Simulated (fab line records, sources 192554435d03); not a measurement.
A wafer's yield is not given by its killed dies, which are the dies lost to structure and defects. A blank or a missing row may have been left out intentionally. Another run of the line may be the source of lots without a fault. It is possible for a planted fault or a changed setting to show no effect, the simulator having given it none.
Matching of chambers -- flow n5Finfet -- N5_GATE_CUT_PECVD_57 on pecvd-01: 3 sister chambers
The step deposits SiNx from SiH4/NH3/N2, target thk 21 nm. 6 wafers are shown with their chamber, then 12 later ones without.

WAFERS WITH THEIR CHAMBER
wafer,chamber,showerheadPlenumPTorr (Torr),throttleValvePct (%)
L082.6,0,5.33,44.8
L084.1,0,5.32,45.3
L084.2,1,5.15,40.3
L086.1,1,5.14,40.4
L086.3,2,5.19,41.2
L086.4,2,5.18,41.3

WAFERS WITH NO CHAMBER GIVEN
wafer,showerheadPlenumPTorr (Torr),throttleValvePct (%)
L089.1,5.14,40.4
L089.2,5.32,45.2
L089.3,5.17,41.5
L089.4,5.20,41.3
L089.5,5.14,40.5
L089.6,5.33,45.0
L095.1,5.14,40.6
L095.5,5.14,40.4
L095.6,5.32,45.7
L097.1,5.12,40.6
L097.3,5.14,40.4
L097.5,5.32,45.8

WHICH CHAMBER EACH ONE RAN IN
wafer,from the rows above,in truth
L089.1,1,1
L089.2,0,0
L089.3,2,2
L089.4,2,2
L089.5,1,1
L089.6,0,0
L095.1,1,1
L095.5,1,1
L095.6,0,0
L097.1,1,1
L097.3,1,1
L097.5,0,0
12 of 12 placed correctly. Not placeable from these rows: 0. 0 placed wrongly.
How it was worked out, from the rows above alone: a wafer's distance from a chamber is the root of the sum, over the readings, of the square of ((its reading less the chamber's mean) divided by the reading's scatter). If the next closest chamber is less than 2 further off than the closest, the wafer can't be placed; otherwise it belongs to the closest. For every chamber, the mean is computed from those of its wafers that are shown. The scatter: take each reading less its chamber's mean, square it, sum over the shown wafers, divide by the number of wafers less the number of chambers, and take the root.
